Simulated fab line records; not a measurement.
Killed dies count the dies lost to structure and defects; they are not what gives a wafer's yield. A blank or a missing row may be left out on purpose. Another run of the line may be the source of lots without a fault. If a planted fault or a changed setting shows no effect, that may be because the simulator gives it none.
The tool behind it: which one?    flow nand harc    Sampling: 24 lots, 72 wafers, 3 of 1302 route steps

== WHAT THE GAUGES READ, wafer by wafer ==
NHARC_P_CONTACT_INSPECT_27.
lot   measured      on                 raw defect count
L074  day 6 04:44   defect inspect-02  266 222 241
L075  day 6 09:32   defect inspect-01  209 197 143
L076  day 7 03:49   defect inspect-02  392 342 494
L077  day 7 13:01   defect inspect-01  862 386 708
L078  day 7 15:59   defect inspect-01  315 201 141
L079  day 8 11:23   defect inspect-02  555 473 525
L080  day 8 21:22   defect inspect-01  482 320 272
L081  day 9 05:17   defect inspect-01  273 183 523
L082  day 9 12:03   defect inspect-01  304 320 238
L083  day 10 01:37  defect inspect-02  337 253 378
L084  day 10 10:46  defect inspect-02  364 259 590
L085  day 10 23:19  defect inspect-02  304 198 139
L086  day 11 00:22  defect inspect-01  177 130 213
L087  day 11 22:29  defect inspect-01  223 214 98
L088  day 11 23:07  defect inspect-02  159 138 97
L090  day 12 12:09  defect inspect-01  257 455 243
L089  day 12 12:56  defect inspect-02  211 182 208
L091  day 13 05:32  defect inspect-01  200 291 254
L092  day 13 16:16  defect inspect-01  174 120 234
L093  day 13 17:38  defect inspect-01  447 366 359
L094  day 14 06:39  defect inspect-01  405 252 445
L095  day 14 12:23  defect inspect-01  214 238 234
L096  day 15 05:19  defect inspect-02  240 337 229
L097  day 15 13:30  defect inspect-01  343 294 151

NHARC_P_M0_CD_MEAS_16.
lot   measured      on         cd nm (nm)
L074  day 6 06:07   cd sem-02  88.4 89.1 88.3
L075  day 6 10:56   cd sem-02  90.9 90.8 90.7
L076  day 7 05:13   cd sem-02  89.5 89.1 89.4
L077  day 7 14:24   cd sem-01  90.3 90.3 90.0
L078  day 7 17:22   cd sem-02  90.4 90.8 91.3
L079  day 8 12:47   cd sem-02  90.2 90.2 89.9
L080  day 8 23:17   cd sem-01  90.0 89.9 90.0
L081  day 9 06:40   cd sem-02  90.0 90.1 89.8
L082  day 9 13:19   cd sem-03  89.2 89.2 88.8
L083  day 10 03:01  cd sem-01  89.8 89.3 89.7
L084  day 10 12:09  cd sem-02  88.8 90.0 89.0
L085  day 11 00:46  cd sem-03  89.8 89.8 90.0
L086  day 11 01:53  cd sem-03  90.9 89.0 90.3
L087  day 11 23:46  cd sem-02  90.5 90.5 90.3
L088  day 12 00:30  cd sem-03  90.8 90.2 90.1
L090  day 12 14:19  cd sem-03  90.2 88.4 89.4
L089  day 12 14:20  cd sem-01  89.1 90.7 89.5
L091  day 13 06:55  cd sem-01  90.9 91.9 90.8
L092  day 13 17:40  cd sem-01  90.7 89.4 89.5
L093  day 13 19:01  cd sem-01  90.0 89.6 90.0
L094  day 14 08:02  cd sem-03  91.5 89.7 90.3
L095  day 14 13:49  cd sem-01  90.7 90.0 89.3
L096  day 15 06:34  cd sem-01  89.9 89.5 89.7
L097  day 15 14:53  cd sem-01  89.3 89.9 89.9

== WHAT TOOL EACH LOT RAN ON (gives the tool, then ch and the chambers of the sampled wafers, and finally the start) ==
lot   NHARC_P_CONTACT_ETCH_36
L074  rie diel-04 ch 0,1,3, day 6 04:44 or earlier
L075  rie diel-01 ch 0,1,2, day 6 09:32 or earlier
L076  rie diel-04 ch 0,2,3, day 7 03:49 or earlier
L077  rie diel-04 ch 0,2,3, day 7 13:01 or earlier
L078  rie diel-04 ch 0,3, day 7 15:59 or earlier
L079  rie diel-01 ch 0,1,2, day 8 11:23 or earlier
L080  rie diel-12 ch 1,2,3, day 8 21:22 or earlier
L081  rie diel-12 ch 0,1,3, day 9 05:17 or earlier
L082  rie diel-01 ch 1,2, day 9 12:03 or earlier
L083  rie diel-04 ch 0,2,3, day 10 01:37 or earlier
L084  rie diel-12 ch 0,1,2, day 10 10:46 or earlier
L085  rie diel-04 ch 0,1,3, day 10 23:19 or earlier
L086  rie diel-01 ch 2,3, day 11 00:22 or earlier
L087  rie diel-01 ch 0,1,3, day 11 22:29 or earlier
L088  rie diel-01 ch 0,1,3, day 11 23:07 or earlier
L090  rie diel-04 ch 2,3, day 12 12:09 or earlier
L089  rie diel-01 ch 0,1,2, day 12 12:56 or earlier
L091  rie diel-12 ch 1,2,3, day 13 05:32 or earlier
L092  rie diel-04 ch 0,1, day 13 16:16 or earlier
L093  rie diel-12 ch 1,2, day 13 17:38 or earlier
L094  rie diel-01 ch 0,1,3, day 14 06:39 or earlier
L095  rie diel-04 ch 0,1,3, day 14 12:23 or earlier
L096  rie diel-04 ch 0,3, day 15 05:19 or earlier
L097  rie diel-04 ch 0,1, day 15 13:30 or earlier
- NHARC_P_CONTACT_ETCH_36: etches the open film in N2/H2, target depth 260 nm, time 406.25 s.

== WHAT THE TOOLS THEMSELVES READ (means of the sampled wafers that have a number; where no wafer has one, the mark that the record gives instead) ==
NHARC_P_CONTACT_ETCH_36.
lot   tool         drypump motor current A (A)  oes product au (a.u.)  rf fwd power W (W)  rf vpp V (V)  showerhead plenum p Torr (Torr)  throttle valve pct (%)
L074  rie diel-04  5.2                          1.001                  398.2               429.7         2.02                             14.175
L075  rie diel-01  6.1                          1.003                  400.2               431.4         2.07                             14.163
L076  rie diel-04  5.7                          1.003                  397.2               431.8         2.11                             14.184
L077  rie diel-04  5.7                          1.000                  398.4               432.4         2.11                             14.175
L078  rie diel-04  5.1                          1.003                  399.7               431.9         2.08                             14.167
L079  rie diel-01  6.1                          0.997                  398.8               431.7         2.07                             14.170
L080  rie diel-12  6.1                          1.000                  400.3               429.8         2.00                             14.182
L081  rie diel-12  6.1                          0.997                  398.8               430.6         2.03                             14.166
L082  rie diel-01  6.3                          0.996                  399.0               428.4         1.97                             14.171
L083  rie diel-04  5.7                          0.999                  400.8               431.5         2.11                             14.175
L084  rie diel-12  6.1                          1.001                  400.0               431.9         2.10                             14.176
L085  rie diel-04  5.2                          1.005                  399.7               430.3         2.02                             14.167
L086  rie diel-01  6.0                          1.004                  398.4               430.8         2.06                             14.172
L087  rie diel-01  6.1                          1.000                  398.9               431.1         2.04                             14.174
L088  rie diel-01  6.1                          0.995                  399.3               430.0         2.04                             14.184
L090  rie diel-04  5.9                          1.006                  399.7               431.0         2.08                             14.180
L089  rie diel-01  6.1                          1.000                  398.6               430.7         2.07                             14.169
L091  rie diel-12  6.1                          1.000                  399.4               429.5         2.00                             14.176
L092  rie diel-04  5.0                          0.997                  398.4               429.6         1.99                             14.173
L093  rie diel-12  6.2                          0.988                  400.0               430.9         2.07                             14.180
L094  rie diel-01  6.1                          0.993                  399.1               430.4         2.04                             14.168
L095  rie diel-04  5.2                          1.001                  399.6               430.6         2.02                             14.176
L096  rie diel-04  5.4                          1.004                  399.0               430.5         2.05                             14.174
L097  rie diel-04  5.0                          1.000                  399.7               430.5         2.04                             14.165

== THE ANSWER, worked out from the rows above alone ==
Rule: the lots themselves supply what counts as usual. Put in order of their means at a reading, lots are off if they are a third of the lots or fewer, leave a main group of 4 or more, and stand apart from it by a gap of 3 or more times the standard deviation of the main group's means; of several such gaps the widest counts. If all means in a main group match to the digits the tables above print for the reading, that group is not used. A lot without any number at a reading at which 4 lots or more have one is off too. All remaining lots with rows at the step are treated as sound. Order of review: gauges by route order, followed by the tools' own readings, for which a lot's mean as printed above is used. The first step at which some lot is off is used, and at that step the reading that is off furthest; a lot without a number counts as furthest.
None of the lots is off at any reading shown; this tells nothing.

== WHAT HAD BEEN PUT IN BY THE SIMULATOR ==
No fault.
